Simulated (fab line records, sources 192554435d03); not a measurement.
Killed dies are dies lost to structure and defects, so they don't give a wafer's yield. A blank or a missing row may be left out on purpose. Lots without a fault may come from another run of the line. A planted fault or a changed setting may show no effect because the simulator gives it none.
Split-lot experiment | flow n5_finfet | 7 lots, 21 wafers read, on a route of 1938 steps

THE SPLIT
At N5_BEOL_M11_TRENCH_ETCH_37 (etches SiCOH lowk in C4F6/O2, target depth 148.83 nm, time 48 s), the setting time_s was moved away from the recipe's 48 s on 7 of the 21 wafers read, by -8.2% to +19.0%. The other wafers ran this setting at the recipe's value.

FROM THE SPLIT TO THE READING: what the file shows between them, 12 steps
- N5_BEOL_M11_ETCH_41: etches SiCN in CH3F/O2, target depth 42.6 nm, time 86 s
- N5_BEOL_M11_STRIP_77: strips in N2/H2, time 10 s
- N5_BEOL_M11_OCD_MEAS_38
- N5_BEOL_M11_HM_STRIP_39: strips TiN in peroxide tin strip, target depth 25 nm, time 158 s (also split here: time_s)
- N5_BEOL_M11_SRD_40: time 30 s
- N5_BEOL_M11_PRECLEAN_42: cleans in residue remover, time 60 s
- N5_BEOL_M11_ECD_50: material Cu, target thk 318 nm
- N5_BEOL_M11_ANNEAL_51: time 90 s
- N5_BEOL_M11_CMP_52: polishes, stops on SiCOH lowk, t overpolish 7 s, target thk 140 nm
- N5_BEOL_M11_THK_MEAS_53: measures by xrf
- N5_BEOL_M11_PRE_CLEAN_55: time 15 s
- N5_BEOL_M11_DEP_56: deposits SiCN from 3MS/NH3, target thk 30 nm, time 10.5 s

THE READING
M11_RS, in ohm/sq, at N5_BEOL_M11_RS_MEAS_57 (measures by four-point-probe). Fault-free wafers of this fab line usually give 0.152 ohm/sq, standard deviation 0.0045 ohm/sq.

wafer  | tool, chamber at the split | time_s as run, s | against the recipe | M11_RS, ohm/sq | against lot-mates on the recipe
L078.1 | rie_diel-06, 1             | 48               | recipe             | 0.152          | -
L078.2 | rie_diel-06, 2             | 57.09            | +18.9%             | 0.121          | -0.029
L078.3 | rie_diel-06, 3             | 48               | recipe             | 0.149          | -
L081.2 | rie_diel-06, 3             | 44.08            | -8.2%              | 0.162          | +0.012
L081.4 | rie_diel-06, 1             | 44.08            | -8.2%              | 0.166          | +0.016
L081.5 | rie_diel-06, 2             | 48               | recipe             | 0.150          | -
L082.1 | rie_diel-06, 0             | 48               | recipe             | 0.154          | -
L082.5 | rie_diel-06, 1             | 48               | recipe             | 0.155          | -
L082.6 | rie_diel-06, 0             | 53.56            | +11.6%             | 0.137          | -0.017
L088.1 | rie_diel-06, 3             | 48               | recipe             | 0.146          | -
L088.4 | rie_diel-06, 0             | 48               | recipe             | 0.155          | -
L088.6 | rie_diel-06, 2             | 57.13            | +19.0%             | 0.121          | -0.029
L087.1 | rie_diel-03, 1             | 55.76            | +16.2%             | 0.126          | -0.026
L087.3 | rie_diel-03, 0             | 48               | recipe             | 0.152          | -
L087.4 | rie_diel-03, 1             | 55.76            | +16.2%             | 0.125          | -0.027
L090.2 | rie_diel-05, 2             | 48               | recipe             | 0.159          | -
L090.4 | rie_diel-05, 1             | 48               | recipe             | 0.148          | -
L090.5 | rie_diel-05, 2             | 48               | recipe             | 0.162          | -
L097.1 | rie_diel-06, 0             | 48               | recipe             | 0.157          | -
L097.5 | rie_diel-06, 0             | 48               | recipe             | 0.160          | -
L097.6 | rie_diel-06, 3             | 48               | recipe             | 0.145          | -

THE FIT
A straight line over all 21 wafers: M11_RS changes by -0.00162 ohm/sq for each +1% of time_s; r = -0.95; the points scatter about the line by 0.0045 ohm/sq.
The same after taking each lot's own level away (the mean of its wafers on the recipe; 21 wafers): -0.0016 ohm/sq for each +1%; r = -0.96; scatter 0.0039 ohm/sq.
On that fit, the largest move of time_s shifts the reading by 0.03 ohm/sq.
The lots' own levels span 0.1500 to 0.1563 ohm/sq, that is 1.4 times the standard deviation above.
So the lot-to-lot level changes the slope little: the two slopes agree.
Check: with one of the wafers moved furthest among these (+19.0%) left out of the fit, the line predicts -0.0305 ohm/sq for it against its lot-mates. It came out at -0.0295 ohm/sq against them.

OTHER SPLITS ON THESE WAFERS
These wafers also went through other splits before the reading. Each is held against what the fit with the lots' levels taken away leaves over:
other split on the same wafers | wafers away from the commonest value | r with M11_RS (lot level and that fit taken away)
N5_BEOL_M6_ETCH_62 time_s      | 8                                    | -0.05
N5_BEOL_M7_COAT_64 spin_rpm    | 7                                    | +0.06
N5_BEOL_M7_COAT_71 spin_rpm    | 5                                    | +0.01
N5_BEOL_M10_ETCH_41 source_w   | 5                                    | -0.18
N5_BEOL_M11_HM_STRIP_39 time_s | 15                                   | +0.01

THE WHOLE CHAIN: every reading that the file lists as answering this split, in the file's order
step                       | what it does                                                       | reading                                                                       | change (the file's fit)              | r (the file's)
N5_BEOL_M11_TRENCH_ETCH_37 | etches SiCOH lowk in C4F6/O2, target depth 148.83 nm, time 48 s    | BEOL_M11.feature_depth_nm (the simulator's own value, which no gauge read)    | +1.56 nm for each +1% of the setting | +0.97
N5_BEOL_M11_TRENCH_ETCH_37 | etches SiCOH lowk in C4F6/O2, target depth 148.83 nm, time 48 s    | etch.depth_nm (the simulator's own value, which no gauge read)                | +1.56 nm for each +1% of the setting | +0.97
N5_BEOL_M11_OCD_MEAS_38    |                                                                    | trench_depth_nm                                                               | +1.57 nm for each +1% of the setting | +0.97
N5_BEOL_M11_CMP_52         | polishes, stops on SiCOH lowk, t overpolish 7 s, target thk 140 nm | Cu_of_BEOL_M11_ECD_50.thk_nm (the simulator's own value, which no gauge read) | +1.57 nm for each +1% of the setting | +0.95
N5_BEOL_M11_THK_MEAS_53    | measures by xrf                                                    | M11_THK                                                                       | +1.59 for each +1% of the setting    | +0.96
N5_BEOL_M11_RS_MEAS_57     | measures by four-point-probe                                       | M11_RS                                                                        | -0.00156 for each +1% of the setting | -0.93

THE FILE'S OWN FIT
M11_RS changes by -0.00156 ohm/sq for each +1% of time_s, r = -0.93.
